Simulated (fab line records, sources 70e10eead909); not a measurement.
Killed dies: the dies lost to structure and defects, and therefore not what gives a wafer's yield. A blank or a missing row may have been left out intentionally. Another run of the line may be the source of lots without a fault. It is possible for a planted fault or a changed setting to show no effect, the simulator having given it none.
Matching of chambers | flow nandHarc | rieSi-04 running NHARC_P_STI_ETCH_15: 4 sister chambers
The step etches the open film in HBr/Cl2, target depth 300 nm, time 100.1 s. 22 wafers are shown with their chamber, then 11 later ones without.

== WAFERS PAIRED WITH THEIR CHAMBERS ==
wafer  | chamber | drypumpMotorCurrentA (A) | throttleValvePct (%) | oesProductAu (a.u.)
L076.1 | 2       | 5.9                      | 26.405               | 1.011
L076.4 | 1       | 5.4                      | 26.406               | 1.008
L076.6 | 3       | 5.0                      | 26.401               | 1.012
L077.3 | 1       | 5.4                      | 26.402               | 1.015
L077.5 | 2       | 5.9                      | 26.415               | 1.006
L077.6 | 3       | 5.0                      | 26.407               | 1.005
L079.1 | 1       | 5.4                      | 26.396               | 1.006
L079.4 | 0       | 5.9                      | 26.401               | 1.008
L079.5 | 3       | 5.0                      | 26.409               | 1.008
L083.1 | 2       | 5.9                      | 26.403               | 1.019
L083.2 | 0       | 5.8                      | 26.400               | 1.000
L083.3 | 3       | 5.0                      | 26.392               | 1.012
L087.2 | 2       | 5.9                      | 26.390               | 1.011
L087.3 | 0       | 5.8                      | 26.430               | 1.019
L087.6 | 1       | 5.4                      | 26.402               | 1.016
L088.1 | 2       | 5.9                      | 26.386               | 1.009
L088.2 | 0       | 5.8                      | 26.406               | 1.013
L088.3 | 1       | 5.4                      | 26.398               | 1.010
L088.4 | 3       | 5.0                      | 26.392               | 1.006
L088.5 | 0       | 5.8                      | 26.399               | 1.007
L088.6 | 3       | 5.0                      | 26.416               | 1.010
L094.4 | 0       | 5.8                      | 26.402               | 1.018

SIGNATURES, as means of the wafers listed above
reading              | chamber 0 | chamber 1 | chamber 2 | chamber 3 | scatter within a chamber
drypumpMotorCurrentA | 5.817     | 5.400     | 5.900     | 5.000     | 0.0215
throttleValvePct     | 26.40633  | 26.40080  | 26.39980  | 26.40283  | 0.00995
oesProductAu         | 1.01083   | 1.01100   | 1.01120   | 1.00883   | 0.00514
Rule: a wafer lies at a distance from a chamber equal to the root of the sum of squares, over the readings, of (its reading less the chamber's mean, divided by the reading's scatter). The wafer belongs to the nearest chamber; if the next one is less than 2 further off, it can't be placed. How the scatter is found: for the shown wafers, subtract from each reading the mean of its chamber, square and add these, divide the total by (wafers less chambers), then take the root.

== WAFERS WITH NO CHAMBER GIVEN ==
wafer  | drypumpMotorCurrentA (A) | throttleValvePct (%) | oesProductAu (a.u.)
L094.5 | 5.0                      | 26.398               | 1.001
L094.6 | 5.9                      | 26.417               | 1.024
L095.2 | 5.4                      | 26.411               | 1.014
L095.4 | 5.8                      | 26.407               | 1.011
L095.5 | 5.4                      | 26.417               | 1.002
L096.1 | 5.8                      | 26.403               | 1.013
L096.4 | 5.9                      | 26.408               | 1.020
L096.5 | 5.0                      | 26.391               | 1.015
L097.1 | 5.4                      | 26.415               | 1.014
L097.3 | 5.9                      | 26.407               | 1.015
L097.5 | 5.8                      | 26.422               | 1.010

== WHICH CHAMBER EACH WENT THROUGH ==
wafer  | from the rows above     | in truth
L094.5 | 3                       | 3
L094.6 | can't be placed: 2 or 0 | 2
L095.2 | 1                       | 1
L095.4 | 0                       | 0
L095.5 | 1                       | 1
L096.1 | 0                       | 0
L096.4 | 2                       | 2
L096.5 | 3                       | 3
L097.1 | 1                       | 1
L097.3 | 2                       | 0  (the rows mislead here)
L097.5 | 0                       | 0
Placed correctly: 9 of 11. Not placeable from these rows: 1 (in 1, the candidates include the true chamber). Number placed wrongly: 1.
